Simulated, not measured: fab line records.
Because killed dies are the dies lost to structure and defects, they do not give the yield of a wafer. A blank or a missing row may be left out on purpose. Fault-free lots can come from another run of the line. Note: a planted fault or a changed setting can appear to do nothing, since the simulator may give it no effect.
Matching of chambers -- flow n5 finfet -- N5_BEOL_M12_TRENCH_ETCH_34 on rie diel-06 has 4 sister chambers
The step etches SiOC in C4F8/O2/Ar, target depth 318.95 nm, time 125.5 s. 16 wafers are shown with their chamber, then 8 later ones without.

== WAFERS PAIRED WITH THEIR CHAMBERS ==
wafer,chamber,showerhead plenum p Torr (Torr),throttle valve pct (%),drypump motor current A (A)
L077.1,3,3.36,24.8,5.31
L077.4,1,3.61,24.0,5.98
L077.5,2,3.44,24.1,5.14
L079.4,1,3.61,24.0,6.01
L079.5,3,3.36,24.8,5.28
L079.6,0,3.24,24.5,5.72
L080.2,3,3.35,24.8,5.29
L080.3,0,3.23,24.5,5.71
L080.6,1,3.61,24.0,6.00
L083.2,2,3.44,24.2,5.13
L083.4,1,3.61,24.0,5.99
L083.6,2,3.44,24.2,5.14
L084.1,1,3.61,24.0,5.96
L084.2,2,3.44,24.2,5.18
L084.3,3,3.35,24.8,5.27
L088.2,0,3.23,24.5,5.71

SIGNATURES (averages over the wafers above)
reading,chamber 0,chamber 1,chamber 2,chamber 3,scatter within a chamber
showerhead plenum p Torr,3.2333,3.6100,3.4400,3.3550,0.00373
throttle valve pct,24.500,24.000,24.175,24.800,0.025
drypump motor current A,5.7133,5.9880,5.1475,5.2875,0.018
Rule: a wafer lies at a distance from a chamber equal to the root of the sum of squares, over the readings, of (its reading less the chamber's mean, divided by the reading's scatter). The wafer belongs to the nearest chamber; if the next one is less than 2 further off, it can't be placed. How the scatter is found: for the shown wafers, subtract from each reading the mean of its chamber, square and add these, divide the total by (wafers less chambers), then take the root.

== WAFERS WITHOUT THEIR CHAMBER ==
wafer,showerhead plenum p Torr (Torr),throttle valve pct (%),drypump motor current A (A)
L088.3,3.34,24.8,5.28
L088.6,3.43,24.2,5.13
L089.1,3.60,24.1,6.00
L089.2,3.22,24.5,5.72
L089.5,3.43,24.2,5.14
L096.2,3.33,24.8,5.26
L096.3,3.42,24.2,5.14
L096.5,3.22,24.5,5.73

== THE CHAMBER EACH PASSED THROUGH ==
wafer,from the rows above,in truth
L088.3,3,3
L088.6,2,2
L089.1,1,1
L089.2,0,0
L089.5,2,2
L096.2,3,3
L096.3,2,2
L096.5,0,0
Correct placement for 8 of the 8. Can't be placed from these rows: 0. Wrongly placed: 0.
